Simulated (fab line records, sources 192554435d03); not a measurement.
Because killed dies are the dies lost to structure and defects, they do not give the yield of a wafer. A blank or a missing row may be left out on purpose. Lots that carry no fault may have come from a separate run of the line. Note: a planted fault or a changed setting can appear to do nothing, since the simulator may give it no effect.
Chamber matching ; flow n5_finfet ; N5_MIM_BOT_ETCH_ETCH_04 on rie_diel-02 has 4 sister chambers
The step etches SiNx in CF4/O2, target depth 26 nm, time 13 s. 4 wafers are shown with their chamber, then 7 later ones without.

## EACH WAFER AND ITS CHAMBER
wafer;chamber;drypump_motor_current_A (A)
L530.4;3;5.1
L543.2;2;5.5
L549.1;1;4.7
L549.3;0;5.7

## WAFERS WITH NO CHAMBER GIVEN
wafer;drypump_motor_current_A (A)
L549.6;5.5
L547.1;5.6
L547.3;5.5
L547.6;4.7
L552.4;4.7
L552.5;5.1
L552.6;5.7

## EACH ONE'S CHAMBER
wafer;from the rows above;in truth
L549.6;2;2
L547.1;can't be placed: 2 or 0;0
L547.3;2;2
L547.6;1;1
L552.4;1;1
L552.5;3;3
L552.6;0;0
Correct placement for 6 of the 7. Can't be placed from these rows: 1 (the true chamber is among the candidates in 1). Placed wrongly: 0.
How it was worked out, from the rows above alone: a wafer's distance from a chamber is the root of the sum, over the readings, of the square of ((its reading less the chamber's mean) divided by the reading's scatter). If the next closest chamber is less than 2 further off than the closest, the wafer can't be placed; otherwise it belongs to the closest. Each chamber's mean is taken over the wafers shown for it. The scatter: root of mean squared gap, hidden wafer to nearest shown wafer, with one shown wafer a chamber.
